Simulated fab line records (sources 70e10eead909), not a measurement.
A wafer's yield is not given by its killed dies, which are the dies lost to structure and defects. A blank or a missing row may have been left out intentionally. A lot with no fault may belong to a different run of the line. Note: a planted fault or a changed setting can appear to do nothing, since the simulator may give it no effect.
Comparing a struck lot with a sound one | flow nand harc | 14 steps out of a route of 1302
Sound: wafers L937.1, L937.4, L937.6. Struck: wafers L944.2, L944.4, L944.6. At the end, the cause is stated.
At each step with rows: each side's tool, then ch and its chambers, then its first start. Under that, the readings that differ: sound wafers | struck wafers | difference of the means | sigmas: that difference in standard deviations of wafers without a fault.
alike: readings with means less than 2 such deviations apart, plus words and numbers identical on both sides. not compared: withheld readings, readings lacking a value on some wafer, bounds such as >300 that could conceal the same value, and numbers that have no deviation in the record and whose values overlap.
A row with sigmas, a row that says differs or no value, or rows on one side alone: a step with any of these is where the two part. Non-overlapping numbers with no deviation appear without sigmas and do not part them. Lack of a reading on every wafer of one side parts them only where that side has two or more wafers.

first, 9 steps without rows for these wafers: NHARC_P_GATE_STRIP_63 (strips in SPM, time 900 s); NHARC_P_GATE_DEHYDRATE_83 (time 120 s); NHARC_P_GATE_HMDS_84 (time 30 s); NHARC_P_GATE_COAT_85; NHARC_P_GATE_SOFTBAKE_86 (time 95 s); NHARC_P_GATE_EBR_87; NHARC_P_GATE_EXPOSE_88 (exposes mask P HVN, target cd 2000 nm); NHARC_P_GATE_PEB_89 (peb time 85 s); NHARC_P_GATE_DEVELOP_90 (time 70 s).
NHARC_P_GATE_CD_MEAS_91: target cd 2000 nm.
  sound on cd sem-03 ch 0, day 10 20:53; struck on cd sem-01 ch 0, day 13 21:37
  alike: cd nm
then, 1 step without rows for these wafers: NHARC_P_GATE_HARDBAKE_92 (time 80 s).
NHARC_P_GATE_DESCUM_93: chemistry O2, time 3 s.
  sound on rie diel-13 ch 1,2,3, day 10 21:03; struck on rie diel-10 ch 0,3, day 13 21:47
  alike: drypump motor current A, oes product au, rf vpp V, showerhead plenum p Torr, throttle valve pct
  not compared: rf hours counter h
NHARC_P_GATE_IMPLANT_94:
  sound on implanter-01 ch 0, day 10 21:11; struck on implanter-02, day 13 21:58
  no value came back on the struck wafers for beam energy keV, beam on s (s), tilt deg (degrees); on the sound wafers beam energy keV reads 59.996 60.042 60.012
NHARC_P_GATE_STRIP_113: strips in N2/H2, time 740 s.
  sound on plasma asher-01 ch 0,1, day 10 21:25; struck on plasma asher-01 ch 1, day 13 22:09
  alike: drypump motor current A, heater power w
  not compared: rf hours counter h

## WHERE THEY PART
Only at NHARC_P_GATE_IMPLANT_94, as far as this record shows. Later steps at which nothing parts them and some readings are alike: NHARC_P_GATE_STRIP_113.

WHY: whatever the simulator had introduced
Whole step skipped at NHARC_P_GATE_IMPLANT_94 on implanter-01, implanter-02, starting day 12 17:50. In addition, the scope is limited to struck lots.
